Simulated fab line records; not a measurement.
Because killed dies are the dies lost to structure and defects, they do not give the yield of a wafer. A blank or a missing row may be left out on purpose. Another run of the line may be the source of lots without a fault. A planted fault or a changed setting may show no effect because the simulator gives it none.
fab line records    flow n5-finfet
[record] lots = 24  wafers = 72  last-day = 18
route steps=1938 shown BEOL_M10@1504 BEOL_M11@1538
lots untouched by any fault: they come from a run of this same line in which no faults occurred
start-h: hours from the record's opening day to when the first of the lot's shown wafers began    wait-h: time in hours since the lot's previous step    " same as the row above    L1.1+2: a row that stands for several wafers    - value missing, or start not given    * or withheld: withheld    < > ~ a bound
route shown NAME@n: names a module that has steps shown in the file, with the first one's number in the route    usual: mean and standard deviation over wafers with no fault    same: alike in all rows    chamber/n: place in a boat    sites: each site's reading    _std_site: their standard deviation    _edge_site: outer sites' mean less inner sites'    radius-mm: how far each site lies from the wafer's centre    mask NAME#n: copy n    behind: the last tool/chamber to shape the wafer    hold: what put the lot on hold/how long, in hours/how the hold closed    device: the transistor (n, p or np) that didn't switch    end of line: the tests these same wafers got at the end of their route    for a step that has no rows: nothing shown but its recipe    killed: at the first sort, the dies lost to defects and structure; wafer yield is something else    map: shows each die of a wafer: x if killed, . if not, _ if none is there
set.NAME: the setting the step ran with; set.NAME@STEP: the setting that earlier step ran with    model.NAME: the simulator's own value behind a step, which no gauge read
steps of the route over a sample of lots; a table a step, a row a wafer
services: from which hour (start-h, from the record's first day; less than 0 if before it) a tool's chamber was out of use, for how many hours, and why
[[steps]]
[step N5_BEOL_M10_INSPECT_30]
[recipe] mode = adi  inspect-instrument = brightfield
[usual] raw-defect-count = 435/110
lot.wafer  tool               chamber  start-h  wait-h  raw-defect-count
L074.3     defect-inspect-02  -        228.37   0.0     427
L074.4     "                  -        "        "       518
L074.5     "                  -        "        "       465
L076.2     defect-inspect-02  -        238.93   0.0     412
L076.4     "                  -        "        "       486
L076.5     "                  -        "        "       331
L078.1     defect-inspect-01  -        245.79   0.0     256
L078.2     "                  -        "        "       348
L078.4     "                  -        "        "       337
L075.3     defect-inspect-02  -        245.96   0.0     363
L075.4     "                  -        "        "       401
L075.6     "                  -        "        "       381
L077.4     defect-inspect-01  -        255.51   0.0     478
L077.5     "                  -        "        "       396
L077.6     "                  -        "        "       438
L081.2     defect-inspect-02  -        258.40   0.0     488
L081.4     "                  -        "        "       445
L081.6     "                  -        "        "       332
L080.2     defect-inspect-02  -        267.05   0.0     891
L080.5     "                  -        "        "       735
L080.6     "                  -        "        "       785
L079.1     defect-inspect-01  -        275.88   0.0     387
L079.5     "                  -        "        "       439
L079.6     "                  -        "        "       349
L083.1     defect-inspect-01  -        293.88   0.0     338
L083.2     "                  -        "        "       393
L083.5     "                  -        "        "       467
L084.1     defect-inspect-01  -        296.34   0.0     439
L084.4     "                  -        "        "       616
L084.5     "                  -        "        "       664
L082.2     defect-inspect-01  -        298.90   0.0     354
L082.3     "                  -        "        "       357
L082.4     "                  -        "        "       309
L086.3     defect-inspect-01  -        299.07   0.0     385
L086.4     "                  -        "        "       384
L086.5     "                  -        "        "       410
L088.1     defect-inspect-02  -        299.24   0.0     617
L088.2     "                  -        "        "       412
L088.3     "                  -        "        "       614
L085.2     defect-inspect-02  -        300.92   0.0     351
L085.4     "                  -        "        "       423
L085.5     "                  -        "        "       321
L089.4     defect-inspect-02  -        307.68   0.0     574
L089.5     "                  -        "        "       545
L089.6     "                  -        "        "       512
L087.2     defect-inspect-01  -        311.13   0.0     477
L087.4     "                  -        "        "       263
L087.5     "                  -        "        "       357
L090.2     defect-inspect-02  -        319.99   0.0     374
L090.3     "                  -        "        "       389
L090.6     "                  -        "        "       440
L091.1     defect-inspect-01  -        327.45   0.0     421
L091.3     "                  -        "        "       376
L091.6     "                  -        "        "       326
L092.1     defect-inspect-02  -        343.44   0.0     491
L092.4     "                  -        "        "       359
L092.5     "                  -        "        "       492
L093.2     defect-inspect-02  -        353.79   0.0     378
L093.3     "                  -        "        "       430
L093.6     "                  -        "        "       596
L097.2     defect-inspect-02  -        364.40   0.0     516
L097.3     "                  -        "        "       672
L097.5     "                  -        "        "       483
L096.1     defect-inspect-01  -        374.52   0.0     334
L096.3     "                  -        "        "       399
L096.6     "                  -        "        "       371
L094.1     defect-inspect-01  -        374.87   0.0     513
L094.4     "                  -        "        "       526
L094.5     "                  -        "        "       359
L095.1     defect-inspect-01  -        391.23   0.0     303
L095.3     "                  -        "        "       221
L095.5     "                  -        "        "       418
[step N5_BEOL_M10_CURE_72]
[recipe] temp-c = 370  time-s = 120  ambient = DMADMS/He  material = SiCOH_lowk
[usual] lamp-power-pct = 52.31/0.053  wafer_temp_C_max = 371.6/0.79
[same] time-s = 120
lot.wafer  tool        chamber  start-h  wait-h  lamp-power-pct  wafer_temp_C_max
L074.3     uv-cure-03  1        229.90   0.1     52.31           370.8
L074.4     "           1        "        "       52.36           371.6
L074.5     "           1        "        "       52.30           371.3
L076.2     uv-cure-01  1        240.07   0.1     52.37           373.2
L076.4     "           1        "        "       52.38           373.9
L076.5     "           1        "        "       52.34           372.9
L078.1     uv-cure-03  1        246.52   0.0     52.37           371.4
L078.2     "           1        "        "       52.22           371.3
L078.4     "           1        "        "       52.19           371.5
L075.3     uv-cure-01  0        246.96   0.1     52.19           371.4
L075.4     "           0        "        "       52.27           371.2
L075.6     "           0        "        "       52.24           370.9
L077.4     uv-cure-01  2        256.39   0.2     52.22           371.0
L077.5     "           2        "        "       52.31           371.2
L077.6     "           2        "        "       52.38           370.8
L081.2     uv-cure-02  2        259.35   0.3     52.27           371.4
L081.4     "           2        "        "       52.31           372.0
L081.6     "           2        "        "       52.42           371.4
L080.2     uv-cure-03  0        268.09   0.3     52.28           373.3
L080.5     "           0        "        "       52.31           372.1
L080.6     "           0        "        "       52.34           372.9
L079.1     uv-cure-01  2        276.73   0.1     52.31           370.5
L079.5     "           2        "        "       52.31           371.0
L079.6     "           2        "        "       52.30           370.8
L083.1     uv-cure-03  1        294.84   0.3     52.33           370.9
L083.2     "           1        "        "       52.35           371.2
L083.5     "           1        "        "       52.31           370.7
L084.1     uv-cure-03  2        297.54   0.0     52.29           372.4
L084.4     "           2        "        "       52.34           371.6
L084.5     "           2        "        "       52.30           372.5
L082.2     uv-cure-03  0        299.67   0.1     52.35           372.8
L082.3     "           0        "        "       52.29           373.5
L082.4     "           0        "        "       52.35           373.0
L088.1     uv-cure-02  0        299.96   0.0     52.31           371.2
L088.2     "           0        "        "       52.33           370.8
L088.3     "           0        "        "       52.24           371.6
L086.3     uv-cure-01  0        299.99   0.2     52.29           371.2
L086.4     "           0        "        "       52.31           371.1
L086.5     "           0        "        "       52.33           371.5
L085.2     uv-cure-02  2        302.07   0.2     52.24           371.5
L085.4     "           2        "        "       52.34           371.6
L085.5     "           2        "        "       52.33           371.6
L089.4     uv-cure-01  2        308.85   0.3     52.43           370.7
L089.5     "           2        "        "       52.39           371.2
L089.6     "           2        "        "       52.25           370.9
L087.2     uv-cure-03  2        311.91   0.1     52.32           373.4
L087.4     "           2        "        "       52.34           372.5
L087.5     "           2        "        "       52.32           372.8
L090.2     uv-cure-01  2        320.77   0.1     52.28           370.9
L090.3     "           2        "        "       52.29           371.0
L090.6     "           2        "        "       52.21           371.1
L091.1     uv-cure-02  0        328.68   0.2     52.36           371.2
L091.3     "           0        "        "       52.37           370.8
L091.6     "           0        "        "       52.31           370.7
L092.1     uv-cure-02  2        344.50   0.0     52.32           371.7
L092.4     "           2        "        "       52.35           371.8
L092.5     "           2        "        "       52.25           371.8
L093.2     uv-cure-02  1        354.61   0.1     52.28           371.7
L093.3     "           1        "        "       52.36           372.0
L093.6     "           1        "        "       52.28           372.2
L097.2     uv-cure-02  0        365.18   0.1     52.33           371.2
L097.3     "           0        "        "       52.20           371.0
L097.5     "           0        "        "       52.25           371.2
L096.1     uv-cure-02  1        375.30   0.0     52.43           372.1
L096.3     "           1        "        "       52.31           371.7
L096.6     "           1        "        "       52.35           371.8
L094.1     uv-cure-02  0        375.84   0.0     52.37           371.0
L094.4     "           0        "        "       52.38           370.7
L094.5     "           0        "        "       52.32           370.8
L095.1     uv-cure-01  2        392.25   0.0     52.36           370.5
L095.3     "           2        "        "       52.27           370.9
L095.5     "           2        "        "       52.32           370.6
[step N5_BEOL_M11_THK_MEAS_01]
[recipe] reads = SiCOH_lowk_of_BEOL_M11_ILD_DEP_00
[usual] M11_ILD_THK = 269/3.3
lot.wafer  tool           chamber  start-h  wait-h  M11_ILD_THK[nm]
L074.3     film-metro-01  -        234.38   0.3     267
L074.4     "              -        "        "       270
L074.5     "              -        "        "       268
L076.2     film-metro-02  -        244.29   0.4     270
L076.4     "              -        "        "       275
L076.5     "              -        "        "       272
L078.1     film-metro-01  -        250.13   0.4     266
L078.2     "              -        "        "       266
L078.4     "              -        "        "       269
L075.3     film-metro-02  -        250.18   0.3     270
L075.4     "              -        "        "       273
L075.6     "              -        "        "       273
L077.4     film-metro-01  -        259.14   0.2     274
L077.5     "              -        "        "       274
L077.6     "              -        "        "       277
L081.2     film-metro-01  -        262.00   0.4     267
L081.4     "              -        "        "       272
L081.6     "              -        "        "       269
L080.2     film-metro-01  -        271.76   0.4     271
L080.5     "              -        "        "       270
L080.6     "              -        "        "       273
L079.1     film-metro-02  -        281.28   0.4     263
L079.5     "              -        "        "       274
L079.6     "              -        "        "       272
L083.1     film-metro-02  -        298.70   0.4     269
L083.2     "              -        "        "       263
L083.5     "              -        "        "       268
L084.1     film-metro-02  -        301.87   0.4     268
L084.4     "              -        "        "       273
L084.5     "              -        "        "       270
L082.2     film-metro-01  -        303.22   0.4     264
L082.3     "              -        "        "       270
L082.4     "              -        "        "       272
L088.1     film-metro-02  -        303.94   0.4     265
L088.2     "              -        "        "       265
L088.3     "              -        "        "       272
L086.3     film-metro-02  -        303.99   0.5     262
L086.4     "              -        "        "       266
L086.5     "              -        "        "       272
L085.2     film-metro-01  -        307.14   0.4     266
L085.4     "              -        "        "       270
L085.5     "              -        "        "       271
L089.4     film-metro-02  -        313.40   0.2     269
L089.5     "              -        "        "       265
L089.6     "              -        "        "       271
L087.2     film-metro-01  -        314.67   0.4     267
L087.4     "              -        "        "       272
L087.5     "              -        "        "       277
L090.2     film-metro-01  -        324.42   0.4     266
L090.3     "              -        "        "       266
L090.6     "              -        "        "       268
L091.1     film-metro-01  -        332.12   0.4     266
L091.3     "              -        "        "       266
L091.6     "              -        "        "       268
L092.1     film-metro-02  -        348.66   0.4     269
L092.4     "              -        "        "       269
L092.5     "              -        "        "       270
L093.2     film-metro-01  -        357.91   0.4     269
L093.3     "              -        "        "       271
L093.6     "              -        "        "       270
L097.2     film-metro-01  -        367.88   0.4     266
L097.3     "              -        "        "       267
L097.5     "              -        "        "       269
L096.1     film-metro-02  -        378.32   0.4     265
L096.3     "              -        "        "       272
L096.6     "              -        "        "       267
L094.1     film-metro-01  -        380.18   0.4     266
L094.4     "              -        "        "       270
L094.5     "              -        "        "       271
L095.1     film-metro-02  -        397.40   0.8     276
L095.3     "              -        "        "       276
L095.5     "              -        "        "       277
[step N5_BEOL_M11_PECVD_70]
[recipe] material = SiO2  target-thk-a = 200  temp-c = 400  precursor = TEOS/O2  pressure-torr = 5.5  rf-w = 450  teos-flow-sccm = 53.8  gas = O2  flow-sccm = 3000  time-s = 22.7
[usual] heater-power-outer-w = 448/54  heater-power-w = 751/84  rf-fwd-power-W = 445.1/1.8  showerhead-plenum-p-Torr = 8.75/0.037  throttle-valve-pct = 23.4/1.7
[same] time-s = 22.7
lot.wafer  tool      chamber  start-h  wait-h  heater-power-outer-w  heater-power-w  rf-fwd-power-W  showerhead-plenum-p-Torr  throttle-valve-pct
L074.3     pecvd-01  0        234.42   0.0     521                   862             443.5           8.70                      25.6
L074.4     "         0        "        "       506                   844             443.5           8.69                      25.6
L074.5     "         2        "        "       393                   662             444.8           8.77                      20.8
L076.2     pecvd-01  1        244.33   0.0     451                   678             444.4           8.79                      24.9
L076.4     "         0        "        "       424                   708             443.9           8.70                      25.8
L076.5     "         1        "        "       456                   676             446.8           8.77                      24.7
L078.1     pecvd-02  0        250.17   0.0     318                   565             447.0           8.71                      22.1
L078.2     "         2        "        "       513                   820             442.7           8.81                      20.7
L078.4     "         2        "        "       513                   827             442.0           8.82                      20.5
L075.3     pecvd-01  0        250.21   0.0     434                   719             446.6           8.70                      25.5
L075.4     "         1        "        "       467                   675             444.8           8.79                      25.0
L075.6     "         2        "        "       366                   626             447.0           8.76                      21.1
L077.4     pecvd-01  2        259.19   0.1     405                   664             444.9           8.76                      20.9
L077.5     "         1        "        "       523                   748             446.6           8.76                      24.9
L077.6     "         0        "        "       491                   809             444.2           8.71                      25.5
L081.2     pecvd-03  0        262.03   0.0     490                   853             442.1           8.70                      23.6
L081.4     "         1        "        "       446                   805             445.5           8.77                      24.6
L081.6     "         0        "        "       503                   869             441.6           8.69                      23.3
L080.2     pecvd-01  1        271.79   0.0     452                   680             447.1           8.79                      25.1
L080.5     "         2        "        "       424                   669             447.1           8.77                      21.1
L080.6     "         1        "        "       464                   683             447.3           8.74                      25.1
L079.1     pecvd-01  0        281.32   0.0     448                   743             443.3           8.71                      25.5
L079.5     "         2        "        "       351                   589             444.8           8.76                      21.1
L079.6     "         0        "        "       457                   750             443.5           8.71                      25.5
L083.1     pecvd-03  0        298.74   0.0     493                   841             443.2           8.70                      23.7
L083.2     "         1        "        "       530                   926             447.5           8.75                      24.5
L083.5     "         1        "        "       532                   915             446.8           8.75                      24.5
L084.1     pecvd-03  0        301.90   0.0     494                   861             443.8           8.70                      23.5
L084.4     "         2        "        "       438                   797             444.4           8.77                      22.1
L084.5     "         0        "        "       500                   873             442.6           8.71                      23.7
L082.2     pecvd-03  1        303.26   0.0     486                   837             447.6           8.75                      24.6
L082.3     "         0        "        "       417                   775             443.0           8.71                      23.6
L082.4     "         1        "        "       484                   881             447.9           8.77                      24.5
L088.1     pecvd-02  1        303.97   0.0     417                   708             445.8           8.78                      22.3
L088.2     "         0        "        "       362                   619             445.0           8.68                      22.0
L088.3     "         2        "        "       507                   810             443.0           8.80                      20.9
L086.3     pecvd-03  0        304.02   0.0     525                   877             442.5           8.68                      23.6
L086.4     "         2        "        "       429                   799             447.5           8.76                      21.9
L086.5     "         0        "        "       510                   873             444.8           8.69                      23.6
L085.2     pecvd-03  0        307.18   0.0     442                   770             443.0           8.69                      23.8
L085.4     "         2        "        "       427                   772             444.2           8.77                      22.0
L085.5     "         0        "        "       441                   786             443.0           8.70                      23.8
L089.4     pecvd-01  0        313.45   0.1     509                   820             446.2           8.70                      25.4
L089.5     "         1        "        "       439                   662             445.7           8.76                      24.6
L089.6     "         2        "        "       435                   686             447.6           8.75                      21.5
L087.2     pecvd-01  2        314.71   0.0     435                   711             447.1           8.76                      21.0
L087.4     "         2        "        "       432                   690             446.3           8.75                      21.4
L087.5     "         1        "        "       462                   684             445.8           8.80                      25.0
L090.2     pecvd-01  2        324.45   0.0     402                   657             445.5           8.76                      20.9
L090.3     "         0        "        "       411                   701             441.4           8.70                      25.7
L090.6     "         1        "        "       523                   777             443.6           8.79                      25.1
L091.1     pecvd-03  0        332.16   0.0     499                   858             444.6           8.68                      23.5
L091.3     "         1        "        "       464                   866             446.4           8.77                      24.8
L091.6     "         0        "        "       511                   862             446.2           8.71                      23.6
L092.1     pecvd-01  1        348.69   0.0     479                   710             444.9           8.81                      25.0
L092.4     "         1        "        "       491                   708             445.0           8.76                      24.7
L092.5     "         2        "        "       436                   716             446.4           8.74                      21.4
L093.2     pecvd-03  2        357.94   0.0     432                   814             445.6           8.80                      22.1
L093.3     "         1        "        "       492                   859             447.8           8.76                      24.5
L093.6     "         0        "        "       514                   889             442.5           8.69                      23.5
L097.2     pecvd-01  0        367.91   0.0     500                   791             443.5           8.72                      25.6
L097.3     "         2        "        "       397                   647             445.5           8.77                      21.2
L097.5     "         1        "        "       451                   684             443.8           8.78                      25.2
L096.1     pecvd-01  2        378.35   0.0     433                   695             447.1           8.73                      21.1
L096.3     "         1        "        "       543                   794             445.2           8.76                      24.8
L096.6     "         0        "        "       494                   797             442.3           8.71                      25.8
L094.1     pecvd-03  0        380.22   0.0     533                   870             442.7           8.68                      23.4
L094.4     "         1        "        "       417                   782             447.3           8.75                      24.6
L094.5     "         0        "        "       400                   739             444.2           8.72                      23.6
L095.1     pecvd-02  2        397.44   0.0     574                   878             438.5           8.82                      20.8
L095.3     "         1        "        "       407                   683             446.4           8.77                      22.6
L095.5     "         1        "        "       401                   681             447.5           8.79                      22.3
[step N5_BEOL_M11_OVL_MEAS_12]
[recipe] points-per-wafer = 44
[usual] M11_OVL = -0.3/0.81
lot.wafer  tool        chamber  start-h  wait-h  M11_OVL[nm]
L074.3     overlay-01  0        235.39   0.0     0.4
L074.4     "           0        "        "       1.3
L074.5     "           0        "        "       0.2
L076.2     overlay-02  0        247.30   0.0     -1.7
L076.4     "           0        "        "       -2.0
L076.5     "           0        "        "       0.1
L075.3     overlay-02  0        251.17   0.0     0.3
L075.4     "           0        "        "       -0.6
L075.6     "           0        "        "       -0.6
L078.1     overlay-01  0        251.33   0.0     -0.8
L078.2     "           0        "        "       -0.8
L078.4     "           0        "        "       -0.9
L077.4     overlay-02  0        260.20   0.0     0.2
L077.5     "           0        "        "       0.1
L077.6     "           0        "        "       -0.2
L081.2     overlay-02  0        265.71   0.0     -0.7
L081.4     "           0        "        "       -1.1
L081.6     "           0        "        "       -0.4
L080.2     overlay-01  0        274.91   0.0     -0.5
L080.5     "           0        "        "       1.2
L080.6     "           0        "        "       0.6
L079.1     overlay-02  0        282.73   0.0     0.0
L079.5     "           0        "        "       -0.8
L079.6     "           0        "        "       0.1
L083.1     overlay-01  0        299.82   0.0     0.5
L083.2     "           0        "        "       -1.4
L083.5     "           0        "        "       0.3
L084.1     overlay-01  0        302.49   0.0     -0.7
L084.4     "           0        "        "       -0.9
L084.5     "           0        "        "       -0.5
L082.2     overlay-01  0        305.95   0.0     -1.0
L082.3     "           0        "        "       0.3
L082.4     "           0        "        "       -0.6
L088.1     overlay-01  0        306.04   0.0     0.0
L088.2     "           0        "        "       -1.7
L088.3     "           0        "        "       0.0
L086.3     overlay-02  0        306.09   0.0     -0.2
L086.4     "           0        "        "       0.7
L086.5     "           0        "        "       0.9
L085.2     overlay-02  0        309.08   0.0     -0.1
L085.4     "           0        "        "       0.4
L085.5     "           0        "        "       -0.3
L089.4     overlay-01  0        315.88   0.0     -0.3
L089.5     "           0        "        "       -1.1
L089.6     "           0        "        "       -0.5
L087.2     overlay-02  0        316.50   0.0     0.9
L087.4     "           0        "        "       0.1
L087.5     "           0        "        "       0.0
L090.2     overlay-02  0        325.30   0.0     -1.2
L090.3     "           0        "        "       0.3
L090.6     "           0        "        "       -0.6
L091.1     overlay-01  0        334.39   0.0     -1.5
L091.3     "           0        "        "       -0.7
L091.6     "           0        "        "       -0.3
L092.1     overlay-02  0        350.93   0.0     -0.6
L092.4     "           0        "        "       -1.0
L092.5     "           0        "        "       -0.8
L093.2     overlay-02  0        359.55   0.0     0.0
L093.3     "           0        "        "       -0.4
L093.6     "           0        "        "       -0.2
L097.2     overlay-01  0        369.80   0.0     0.6
L097.3     "           0        "        "       0.2
L097.5     "           0        "        "       0.3
L096.1     overlay-02  0        380.08   0.0     -0.4
L096.3     "           0        "        "       -0.9
L096.6     "           0        "        "       -0.3
L094.1     overlay-01  0        381.07   0.0     0.0
L094.4     "           0        "        "       -1.1
L094.5     "           0        "        "       -2.0
L095.1     overlay-02  0        399.42   0.0     1.4
L095.3     "           0        "        "       1.1
L095.5     "           0        "        "       -0.3
[step N5_BEOL_M11_ETCH_62]
[recipe] chemistry = N2/H2  target = SOC  target-depth-a = 1100  overetch-a = 220  mask-material = SiARC  temp-c = 40  time-s = 165  ion-energy-ev = 200  pressure-mtorr = 30  source-w = 840  bias-w = 150  n2-flow-sccm = 200  h2-flow-sccm = 200
[usual] drypump-motor-current-A = 5.6/0.43  oes-product-au = 0.66/0.074  rf-fwd-power-W = 837.4/2.5  rf-vpp-V = 523.8/2.1  showerhead-plenum-p-Torr = 2.54/0.07  throttle-valve-pct = 17.87/0.27
[same] time-s = 165
lot.wafer  tool         chamber  start-h  wait-h  drypump-motor-current-A  oes-product-au  rf-fwd-power-W  rf-hours-counter-h  rf-vpp-V  showerhead-plenum-p-Torr  throttle-valve-pct
L074.3     rie-diel-02  2        235.53   0.0     5.4                      0.62            837.4           178                 524.7     2.62                      17.56
L074.4     "            3        "        "       5.1                      0.58            837.0           245                 523.9     2.51                      18.05
L074.5     "            1        "        "       6.5                      0.60            841.9           -                   524.1     2.51                      17.91
L076.2     rie-diel-04  3        247.45   0.0     5.2                      0.59            834.4           218                 526.2     2.64                      18.08
L076.4     "            1        "        "       5.8                      0.59            835.3           226                 522.5     2.54                      18.49
L076.5     "            1        "        "       5.8                      0.59            837.3           -                   522.7     2.54                      18.51
L075.3     rie-diel-02  2        251.31   0.0     5.4                      0.62            838.8           183                 526.7     2.62                      17.59
L075.4     "            2        "        "       5.4                      0.62            839.0           -                   527.2     2.62                      17.58
L075.6     "            0        "        "       5.6                      0.68            835.1           -                   521.8     2.46                      17.96
L078.1     rie-diel-04  0        251.51   0.0     6.0                      0.60            840.0           234                 526.1     2.63                      18.23
L078.2     "            2        "        "       5.6                      0.68            839.9           101                 527.2     2.67                      17.74
L078.4     "            1        "        "       5.8                      0.58            839.1           227                 523.4     2.53                      18.49
L077.4     rie-diel-04  1        260.37   0.0     5.8                      0.58            835.4           230                 524.9     2.53                      18.51
L077.5     "            3        "        "       5.2                      0.59            831.7           -                   525.0     2.64                      18.08
L077.6     "            0        "        "       6.1                      0.60            840.5           -                   525.1     2.63                      18.23
L081.2     rie-diel-03  1        265.85   0.0     4.9                      0.75            838.7           38                  522.1     2.49                      17.91
L081.4     "            0        "        "       5.6                      0.76            838.3           32                  519.1     2.48                      17.44
L081.6     "            2        "        "       5.6                      0.69            836.1           -                   523.2     2.54                      17.44
L080.2     rie-diel-04  1        275.05   0.0     5.8                      0.57            840.0           233                 523.0     2.53                      18.51
L080.5     "            1        "        "       5.8                      0.57            837.3           -                   522.6     2.53                      18.51
L080.6     "            2        "        "       5.6                      0.68            835.6           -                   527.9     2.67                      17.73
L079.1     rie-diel-02  2        282.87   0.0     5.4                      0.60            842.5           194                 526.0     2.62                      17.58
L079.5     "            3        "        "       5.1                      0.82            837.0           -                   521.2     2.51                      17.58
L079.6     "            2        "        "       5.3                      0.61            837.0           -                   526.0     2.62                      17.60
L083.1     rie-diel-03  0        300.15   0.0     5.6                      0.74            836.5           44                  523.5     2.48                      17.44
L083.2     "            3        "        "       6.0                      0.64            834.4           182                 523.4     2.53                      18.02
L083.5     "            2        "        "       5.7                      0.69            835.7           -                   526.7     2.53                      17.46
L084.1     rie-diel-03  3        302.71   0.0     6.0                      0.64            837.1           182                 524.0     2.53                      18.03
L084.4     "            1        "        "       4.9                      0.73            840.0           49                  523.0     2.48                      17.94
L084.5     "            0        "        "       5.6                      0.74            835.7           -                   522.1     2.48                      17.46
L082.2     rie-diel-02  0        306.10   0.0     5.5                      0.65            840.0           139                 521.0     2.45                      17.99
L082.3     "            3        "        "       5.1                      0.79            833.5           11                  523.5     2.51                      17.62
L082.4     "            2        "        "       5.4                      0.60            837.3           202                 528.6     2.61                      17.60
L088.1     rie-diel-04  3        306.19   0.0     5.2                      0.58            837.0           236                 525.7     2.63                      18.10
L088.2     "            2        "        "       5.6                      0.67            840.0           118                 526.9     2.67                      17.75
L088.3     "            1        "        "       5.8                      0.57            838.7           244                 523.0     2.53                      18.52
L086.3     rie-diel-03  3        306.31   0.0     6.0                      0.64            838.2           183                 524.6     2.53                      18.02
L086.4     "            2        "        "       5.6                      0.67            836.7           114                 524.3     2.53                      17.46
L086.5     "            3        "        "       6.0                      0.64            839.2           -                   522.9     2.53                      18.03
L085.2     rie-diel-02  3        309.22   0.0     5.1                      0.80            834.3           13                  520.6     2.51                      17.62
L085.4     "            2        "        "       5.4                      0.60            838.4           203                 525.6     2.61                      17.62
L085.5     "            3        "        "       5.1                      0.79            834.3           -                   522.5     2.51                      17.61
L089.4     rie-diel-02  2        316.09   0.0     5.4                      0.61            840.2           205                 526.0     2.61                      17.61
L089.5     "            0        "        "       5.5                      0.66            838.6           -                   522.7     2.45                      18.00
L089.6     "            3        "        "       5.1                      0.79            836.5           -                   521.3     2.51                      17.62
L087.2     rie-diel-02  0        316.97   0.0     5.5                      0.66            834.4           143                 521.2     2.45                      17.98
L087.4     "            2        "        "       5.4                      0.60            838.4           205                 526.0     2.61                      17.61
L087.5     "            1        "        "       6.5                      0.60            840.9           -                   522.6     2.50                      17.96
L090.2     rie-diel-02  2        325.44   0.0     5.4                      0.60            837.0           207                 525.7     2.61                      17.62
L090.3     "            1        "        "       6.5                      0.59            837.8           242                 523.7     2.50                      17.96
L090.6     "            0        "        "       5.6                      0.65            836.9           -                   521.5     2.45                      17.99
L091.1     rie-diel-02  0        334.59   0.0     5.6                      0.64            837.8           149                 521.0     2.45                      18.01
L091.3     "            1        "        "       6.5                      0.59            841.4           243                 524.2     2.49                      17.98
L091.6     "            0        "        "       5.5                      0.65            835.5           -                   521.2     2.45                      18.02
L092.1     rie-diel-04  0        351.14   0.0     6.0                      0.80            836.3           9                   524.0     2.62                      17.89
L092.4     "            2        "        "       5.6                      0.66            837.4           -                   525.7     2.66                      17.79
L092.5     "            0        "        "       6.0                      0.81            835.4           -                   527.2     2.62                      17.90
L093.2     rie-diel-04  0        359.69   0.0     6.0                      0.80            832.3           12                  524.2     2.62                      17.90
L093.3     "            1        "        "       5.8                      0.84            836.8           2                   523.1     2.52                      18.06
L093.6     "            1        "        "       5.8                      0.83            836.7           -                   522.0     2.52                      18.06
L097.2     rie-diel-02  0        369.94   0.0     5.5                      0.65            832.8           156                 520.0     2.44                      18.03
L097.3     "            2        "        "       5.4                      0.59            833.3           225                 527.5     2.61                      17.65
L097.5     "            0        "        "       5.5                      0.64            835.2           -                   520.1     2.44                      18.01
L096.1     rie-diel-02  2        380.22   0.0     5.4                      0.59            836.1           229                 526.9     2.60                      17.65
L096.3     "            0        "        "       5.5                      0.64            833.0           160                 520.8     2.44                      18.02
L096.6     "            0        "        "       5.6                      0.64            836.0           -                   520.5     2.44                      18.01
L094.1     rie-diel-03  3        381.21   0.0     6.0                      0.62            837.9           204                 523.5     2.52                      18.07
L094.4     "            1        "        "       4.9                      0.71            837.1           -                   522.6     2.48                      17.95
L094.5     "            2        "        "       5.7                      0.66            842.8           -                   524.4     2.53                      17.49
L095.1     rie-diel-02  3        399.56   0.0     5.1                      0.74            838.9           46                  522.8     2.49                      17.67
L095.3     "            1        "        "       6.5                      0.80            837.9           5                   521.9     2.49                      17.59
L095.5     "            1        "        "       6.5                      0.79            837.0           -                   521.7     2.49                      17.58
[[services]]
tool         chamber  start-h  hours  kind
rie-diel-03  2        218.45   2.0    repair
uv-cure-01   -        218.77   0.5    repair
pecvd-03     -        227.89   0.2    repair
uv-cure-01   -        237.66   0.7    repair
rie-diel-02  3        250.70   -      clean
rie-diel-02  3        250.70   -      consumable-replace:focus-ring
rie-diel-02  3        250.70   20.8   scheduled-down
rie-diel-02  3        250.70   20.8   vent-cycle
pecvd-02     -        260.38   0.8    repair
uv-cure-02   -        271.13   1.0    pm
pecvd-03     -        325.45   6.0    pm
rie-diel-02  1        325.70   5.8    repair
uv-cure-03   -        329.53   0.7    repair
rie-diel-02  -        336.72   1.5    repair
rie-diel-02  0        338.68   16.4   repair
uv-cure-02   -        339.99   3.4    pm
rie-diel-02  1        345.34   5.4    repair
rie-diel-03  1        345.36   16.0   repair
uv-cure-02   -        345.54   7.5    pm
pecvd-02     -        347.99   6.0    pm
uv-cure-03   -        350.43   2.8    pm
uv-cure-02   -        357.83   5.8    repair
uv-cure-01   -        372.44   7.5    pm
rie-diel-03  0        377.86   4.7    repair
[[key]]
fault none
